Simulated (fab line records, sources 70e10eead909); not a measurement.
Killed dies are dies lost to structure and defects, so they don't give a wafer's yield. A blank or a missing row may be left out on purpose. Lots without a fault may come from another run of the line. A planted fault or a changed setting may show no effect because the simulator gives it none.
Chamber matching | flow nand_harc | NHARC_A_STAIRCASE_CMP_152 on cmp-03: 4 sister chambers
The step polishes. 8 wafers are shown with their chamber, then 9 later ones without.

WAFERS WITH THEIR CHAMBER
wafer  | chamber | motor_current_A (A) | retaining_ring_pressure_frac
L078.5 | 2       | 14.5                | 1.001
L085.6 | 2       | 14.7                | 1.002
L088.1 | 3       | 11.3                | 1.000
L088.4 | 0       | 13.2                | 0.998
L088.5 | 1       | 10.8                | 1.001
L090.1 | 3       | 11.4                | 1.003
L090.3 | 0       | 13.1                | 0.995
L090.5 | 1       | 10.2                | 0.998

WAFERS WITHOUT THEIR CHAMBER
wafer  | motor_current_A (A) | retaining_ring_pressure_frac
L093.1 | 15.0                | 1.002
L093.5 | 10.9                | 0.994
L093.6 | 14.4                | 0.999
L092.1 | 13.5                | 1.004
L092.2 | 10.6                | 1.005
L092.4 | 11.6                | 1.005
L096.3 | 13.5                | 1.008
L096.4 | 11.6                | 0.995
L096.6 | 10.9                | 1.008

WHICH CHAMBER EACH WENT THROUGH
wafer  | from the rows above     | in truth
L093.1 | 2                       | 2
L093.5 | can't be placed: 1 or 3 | 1
L093.6 | 2                       | 2
L092.1 | can't be placed: 0 or 2 | 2
L092.2 | can't be placed: 1 or 3 | 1
L092.4 | 3                       | 3
L096.3 | can't be placed: 2 or 0 | 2
L096.4 | can't be placed: 3 or 1 | 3
L096.6 | can't be placed: 3 or 1 | 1
Placed correctly: 3 of 9. Can't be placed from these rows: 6 (the true chamber is among the candidates in 6). Placed wrongly: 0.
How it was worked out, from the rows above alone: a wafer's distance from a chamber is the root of the sum, over the readings, of the square of ((its reading less the chamber's mean) divided by the reading's scatter). The wafer belongs to the nearest chamber; if the next one is less than 2 further off, it can't be placed. A chamber's mean is the mean of its shown wafers. The scatter: the root of (the sum of the squares of (reading less its chamber's mean) over the shown wafers, divided by (wafers less chambers)).
